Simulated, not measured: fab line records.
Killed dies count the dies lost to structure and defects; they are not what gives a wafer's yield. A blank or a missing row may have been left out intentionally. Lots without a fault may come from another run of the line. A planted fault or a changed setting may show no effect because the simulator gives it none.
fab line records    flow n5-finfet
[record] lots = 4  wafers = 12  last-day = 18
route steps=1938 shown MOL_CONTACT_COAG@583 BEOL_M4@1111
lots untouched by any fault: they come from a run of this same line in which no faults occurred
start-h: the number of hours between the record's first day and the start of the first shown wafer of the lot    wait-h: hours from the lot's prior step to this one    " same as the row above    L1.1+2: several wafers, shown together as one row    - no value present, or no start provided    * or withheld: withheld    < > ~ a bound
route shown NAME@n: names a module that has steps shown in the file, with the first one's number in the route    usual: average and standard deviation across the fault-free wafers    same: alike in all rows    chamber/n: place in a boat    sites: each site's reading    _std_site: standard deviation across them    _edge_site: the outer-site mean with the inner-site mean subtracted    radius-mm: how far each site lies from the wafer's centre    mask NAME#n: copy n    behind: tool/chamber where the wafer was last shaped    hold: why the lot went on hold/how many hours it stayed there/how the hold came to an end    device: the n, p or np transistor that did not switch    end of line: the tests these same wafers got at the end of their route    step lacking rows: just its recipe    killed: the dies lost at the first sort to structure and to defects; this is not the yield of the wafer    map: a wafer's dies, x killed, . not, _ none there
set.NAME: the setting as run; set.NAME@STEP: as run at that earlier step    model.NAME: the simulator's own value behind a step, which no gauge read
lots at selected steps of the route; one table per step, one row per wafer
services: when a tool's chamber went out of use (start-h, in hours from the record's first day, below 0 if earlier), for how many hours, and the reason
[[steps]]
[step N5_MOL_CONTACT_COAG_STRIP_93]
[recipe] chemistry = N2/H2  temp-c = 40  n2-flow-sccm = 200  h2-flow-sccm = 200  rf-frequency-hz = 6e+07
[step N5_MOL_CONTACT_COAG_ETCHBACK_135]
[recipe] chemistry = CHF3  target = SiO2  target-depth-a = 250  time-s = 16.7  ion-energy-ev = 200  pressure-mtorr = 30  source-w = 610  bias-w = 170  Ar_flow_sccm = 200  CHF3_flow_sccm = 50
[step N5_MOL_CONTACT_COAG_STRIP_118]
[recipe] chemistry = CHF3  resist = SiARC  rf-frequency-hz = 6e+07
[step N5_MOL_CONTACT_COAG_VIA_ETCH_46]
[recipe] chemistry = C4F6/O2  target-depth-a = 460  overetch-a = 92  mask-material = SOC  target = SiO2  bias-w = 455  pressure-mtorr = 10  time-s = 40  source-w = 325  Ar_flow_sccm = 300  C4F6_flow_sccm = 10  O2_flow_sccm = 10  ion-energy-ev = 575.3  ends = end-point
[step N5_MOL_CONTACT_COAG_STRIP_96]
[recipe] chemistry = N2/H2  power-w = 500  temp-c = 40  pressure-mtorr = 50  rf-frequency-hz = 6e+07  overash-fraction = 0.3  bias-power-w = 28  h2-frac = 0.5  n2-flow-sccm = 300  h2-flow-sccm = 300
[step N5_MOL_CONTACT_COAG_ETCH_47]
[recipe] chemistry = CH3F/O2  target = SiNx  target-depth-a = 270  mask-material = SiO2  stop-on = W  over-etch-frac = 0.2  ion-energy-ev = 120  endpoint = OES-CN  pressure-mtorr = 30  source-w = 395  bias-w = 73  Ar_flow_sccm = 150  CH3F_flow_sccm = 30  O2_flow_sccm = 20  ends = end-point
[step N5_MOL_CONTACT_COAG_STRIP_119]
[recipe] chemistry = N2/H2  time-s = 30  power-w = 1000  temp-c = 250  pressure-mtorr = withheld  n2-flow-sccm = 1750  h2-flow-sccm = 3250
[step N5_MOL_CONTACT_COAG_PRECLEAN_144]
[recipe] chemistry = alkaline-clean  temp-c = 60  time-s = 60  do-ppb = 50
[step N5_MOL_CONTACT_COAG_SRD_145]
[recipe] dry = ipa-marangoni  time-s = 30  temp-c = 23  rinse-liquid = diw
[step N5_MOL_CONTACT_COAG_COAT_62]
[recipe] resist = SOC  temp-c = 250  time-s = 60  spin-rpm = 1500  resist-thk-nm = 60
[step N5_MOL_CONTACT_COAG_COAT_63]
[recipe] resist = SiARC  temp-c = 220  time-s = 60  spin-rpm = 1500  resist-thk-nm = 10
[step N5_MOL_CONTACT_COAG_COAT_64]
[recipe] resist = underlayer  temp-c = 205  time-s = 60  spin-rpm = 1500  resist-thk-nm = 10
[usual] exhaust-pa = 44.9/0.82  spin-speed-rpm = 1500.1/0.96
lot.wafer  tool            chamber  start-h  wait-h  exhaust-pa  spin-speed-rpm
L281.1     litho-track-01  0        146.40   -       44.4        1499.9
L281.2     "               0        "        "       45.4        1498.5
L281.4     "               0        "        "       45.7        1499.0
L291.4     litho-track-01  0        206.25   -       44.0        1589.2
L291.5     "               0        "        "       44.7        1591.2
L291.6     "               0        "        "       44.2        1591.2
L293.2     litho-track-01  0        218.67   -       44.0        1591.3
L293.3     "               0        "        "       45.6        1591.3
L293.6     "               0        "        "       46.3        1592.1
L296.1     litho-track-04  0        239.85   -       43.7        1500.0
L296.2     "               0        "        "       43.7        1499.9
L296.4     "               0        "        "       43.5        1499.8
[step N5_MOL_CONTACT_COAG_COAT_34]
[recipe] resist = CAR-EUV  spin-rpm = 1500  resist-thk-nm = 40
[step N5_MOL_CONTACT_COAG_EBR_36]
[recipe] solvent = PGMEA  ebr-width-mm = 1.5
[step N5_MOL_CONTACT_COAG_SOFTBAKE_35]
[recipe] temp-c = 110  time-s = 60  resist = CAR-EUV
[step N5_MOL_CONTACT_COAG_EXPOSE_37]
[recipe] mask-id = VD  na = 0.33  source-shape = annular  sigma-inner = 0.3  sigma-outer = 0.7  polarization = unpolarized  defocus-nm = 0  dose-mj = 62
[step N5_MOL_CONTACT_COAG_PEB_38]
[recipe] peb-temp-c = 100  peb-time-s = 60  resist = CAR-EUV
[step N5_MOL_CONTACT_COAG_DEVELOP_39]
[recipe] develop-time-s = 30  developer = TMAH  resist = CAR-EUV  rinse-liquid = surfactant-rinse  dry = air-spin  dev-temp-c = 23
[step N5_MOL_CONTACT_COAG_DESCUM_45]
[recipe] chemistry = O2  time-s = 7  source-power-w = 50  bias-power-w = 20  pressure-mtorr = 20  rf-frequency-hz = 2.712e+07  temp-c = 40  resist = CAR-EUV  o2-flow-sccm = 225
[step N5_MOL_CONTACT_COAG_ETCH_65]
[recipe] chemistry = N2/H2  target = underlayer  target-depth-a = 130  mask-material = CAR-EUV  time-s = 10.4  ion-energy-ev = 200  pressure-mtorr = 30  source-w = 840  bias-w = 150  n2-flow-sccm = 200  h2-flow-sccm = 200  ends = cleared
[usual] drypump-motor-current-A = 5.8/0.55  etch-rf-on-time-s = 10.36/0.25  oes-product-au = 0.65/0.051  rf-vpp-V = 523.4/2.2  showerhead-plenum-p-Torr = 2.53/0.073  throttle-valve-pct = 18.0/0.31
lot.wafer  tool         chamber  start-h  wait-h  drypump-motor-current-A  etch-rf-on-time-s  oes-product-au  rf-hours-counter-h  rf-vpp-V  showerhead-plenum-p-Torr  throttle-valve-pct  model.CAR-EUV_of_MOL_CONTACT_COAG_COAT_34.thk-nm  model.etch.depth-nm
L281.1     rie-diel-04  2        146.96   0.0     6.2                      10.02              0.77            36                  522.7     2.48                      17.5                24.6                                              10.04
L281.2     "            1        "        "       6.0                      10.39              0.62            206                 524.0     2.52                      18.3                24.8                                              10.03
L281.4     "            3        "        "       5.3                      10.19              0.67            -                   521.8     2.44                      18.1                24.8                                              10.05
L291.4     rie-diel-04  1        206.81   0.0     6.0                      10.10              0.60            227                 522.6     2.51                      18.3                25.2                                              9.71
L291.5     "            0        "        "       6.8                      10.04              0.61            -                   520.6     2.40                      18.1                25.2                                              9.723
L291.6     "            3        "        "       5.3                      10.05              0.64            -                   520.3     2.44                      18.1                25                                                9.715
L293.2     rie-diel-01  0        219.23   0.0     5.3                      10.27              0.71            62                  525.4     2.55                      17.6                24.8                                              9.714
L293.3     "            2        "        "       5.1                      10.21              0.66            109                 521.2     2.46                      17.8                25                                                9.745
L293.6     "            1        "        "       5.5                      10.22              0.68            -                   525.3     2.57                      17.7                24.8                                              9.736
L296.1     rie-diel-01  0        240.41   0.0     5.3                      10.75              0.70            65                  524.2     2.55                      17.6                24.6                                              10.02
L296.2     "            1        "        "       5.4                      10.56              0.67            89                  525.1     2.57                      17.7                24.4                                              10.03
L296.4     "            2        "        "       5.1                      10.49              0.66            111                 521.6     2.46                      17.8                25                                                10.03
[step N5_MOL_CONTACT_COAG_ETCH_66]
[recipe] chemistry = CF4  target = SiARC  target-depth-a = 130  mask-material = CAR-EUV  time-s = 21.7  ion-energy-ev = 80  pressure-mtorr = 40  source-w = 545  bias-w = 36  Ar_flow_sccm = 100  cf4-flow-sccm = 100  ends = cleared
[step N5_MOL_CONTACT_COAG_ALD_133]
[recipe] material = SiO2  target-thk-a = 50  temp-c = 100  ald-precursor-family = BDEAS  ald-co-reactant = O2-plasma  pulse-time-s = 1  co-reactant-pulse-time-s = 1  purge-time-s = 2  co-reactant-purge-time-s = 2  ald-cycles = 35  pressure-torr = 2
[step N5_MOL_CONTACT_COAG_ETCHBACK_134]
[recipe] chemistry = CHF3  target = SiO2  target-depth-a = 100  time-s = 6.7  ion-energy-ev = 200  pressure-mtorr = 30  source-w = 610  bias-w = 170  Ar_flow_sccm = 200  CHF3_flow_sccm = 50
[usual] drypump-motor-current-A = 5.7/0.54  mfc-ar-sccm = 199.9/0.53  oes-product-au = 0.78/0.061  rf-vpp-V = 522/9.3  showerhead-plenum-p-Torr = 2.38/0.061  throttle-valve-pct = 18.81/0.26
lot.wafer  tool         chamber  start-h  wait-h  drypump-motor-current-A  mfc-ar-sccm  oes-product-au  rf-hours-counter-h  rf-vpp-V  showerhead-plenum-p-Torr  throttle-valve-pct  model.CAR-EUV_of_MOL_CONTACT_COAG_COAT_34.thk-nm
L281.1     rie-diel-04  3        147.24   0.1     5.3                      199.8        0.77            155                 527       2.29                      18.90               15.4
L281.2     "            1        "        "       6.0                      200.1        0.72            206                 529       2.35                      19.05               15.6
L281.4     "            1        "        "       6.0                      200.9        0.72            -                   530       2.35                      19.04               15.6
L291.4     rie-diel-02  0        207.19   0.1     5.6                      200.0        0.71            249                 517       2.44                      19.05               16.2
L291.5     "            1        "        "       6.6                      199.9        0.72            -                   531       2.37                      19.01               16.2
L291.6     "            2        "        "       5.8                      199.4        0.74            -                   529       2.46                      18.76               16
L293.2     rie-diel-02  2        219.51   0.1     5.8                      199.4        0.74            190                 530       2.46                      18.78               15.8
L293.3     "            3        "        "       5.0                      200.0        0.72            195                 510       2.36                      19.16               15.8
L293.6     "            2        "        "       5.8                      200.0        0.75            -                   529       2.46                      18.77               15.6
L296.1     rie-diel-01  2        241.18   0.1     5.1                      199.8        0.78            112                 537       2.29                      18.67               15.6
L296.2     "            1        "        "       5.4                      200.2        0.81            89                  521       2.42                      18.67               15.4
L296.4     "            3        "        "       6.3                      199.4        0.80            80                  515       2.41                      18.30               15.8
[step N5_MOL_CONTACT_COAG_ETCH_67]
[recipe] chemistry = N2/H2  target = SOC  target-depth-a = 600  overetch-a = 210  mask-material = SiARC  temp-c = 40  time-s = 101.2  ion-energy-ev = 200  pressure-mtorr = 30  source-w = 840  bias-w = 150  n2-flow-sccm = 200  h2-flow-sccm = 200
[step N5_BEOL_M4_RC_MEAS_101]
[usual] DIBL_N = 36.4/1.7  DIBL_P = 36.4/2.1  IOFF_N = 0.16/0.035  IOFF_P = 0.21/0.035  ION_N = 680/11  ION_P = 465/6.8  SS_N = 71.5/0.58  SS_P = 73.2/0.72  VT_N = 249/3.6  VT_P = -250/3.1
lot.wafer  tool       chamber  start-h  wait-h  DIBL_N[mV/V]  DIBL_P[mV/V]  IOFF_N[nA/um]  IOFF_P[nA/um]  ION_N[uA/um]  ION_P[uA/um]  SS_N[mV/dec]  SS_P[mV/dec]  VT_N[mV]  VT_P[mV]
L281.1     prober-02  0        214.89   0.6     36.7          36.4          0.16           0.20           676           465           71.1          73.1          248       -253
L281.2     "          0        "        "       34.7          34.5          0.13           0.17           670           457           71.3          72.2          254       -256
L281.4     "          0        "        "       37.1          37.6          0.19           0.22           702           473           71.4          73.8          248       -252
L291.4     prober-02  0        279.37   0.5     36.5          36.7          0.16           0.20           685           468           72.0          73.7          247       -250
L291.5     "          0        "        "       34.5          34.0          0.12           0.15           672           455           71.4          73.0          254       -255
L291.6     "          0        "        "       37.0          37.9          0.17           0.21           676           461           71.5          73.7          249       -252
L293.2     prober-01  0        302.55   0.2     37.1          37.9          0.21           0.21           674           452           72.1          74.1          248       -253
L293.3     "          0        "        "       39.2          40.1          0.27           0.26           705           470           73.0          74.4          239       -249
L293.6     "          0        "        "       37.0          37.6          0.20           0.21           678           457           72.6          73.2          247       -251
L296.1     prober-01  0        309.46   0.0     37.1          37.3          0.17           0.24           685           471           71.3          73.8          249       -247
L296.2     "          0        "        "       37.0          36.5          0.16           0.23           674           461           71.4          73.7          250       -248
L296.4     "          0        "        "       36.6          35.0          0.15           0.21           668           462           71.9          73.1          251       -250
[[services]]
tool            chamber  start-h  hours  kind
rie-diel-04     0        143.65   8.5    repair
litho-track-01  -        166.82   -      consumable-replace:filter
rie-diel-02     0        211.43   -      clean
rie-diel-02     0        211.43   -      consumable-replace:focus-ring
rie-diel-02     0        211.43   15.1   scheduled-down
rie-diel-02     0        211.43   15.1   vent-cycle
rie-diel-01     -        226.88   11.4   repair
[[key]]
[first-sign] step = N5_MOL_CONTACT_COAG_COAT_64  reading = spin-speed-rpm  direction = up  sigmas = 95  usual = *  struck = *
effect none on later readings
[model-effect] step = N5_MOL_CONTACT_COAG_ETCH_65  value = CAR-EUV_of_MOL_CONTACT_COAG_COAT_34.thk-nm  without = 24.7  struck = 25
[model-effect] step = N5_MOL_CONTACT_COAG_ETCHBACK_134  value = CAR-EUV_of_MOL_CONTACT_COAG_COAT_34.thk-nm  without = 15.57  struck = 15.93
met-at N5_MOL_CONTACT_COAG_COAT_64
struck-wafers L291.4,L291.5,L291.6,L293.2,L293.3,L293.6
onset-between 146.40 206.25
[fault] kind = process-parameter-drift  tool = litho-track-01  chamber = -  onset-h = 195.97  steps = N5_MOL_CONTACT_COAG_COAT_64  channel = spin-rpm  offset = *  shape = step  end-h = 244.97  acts-in = *  stated = *
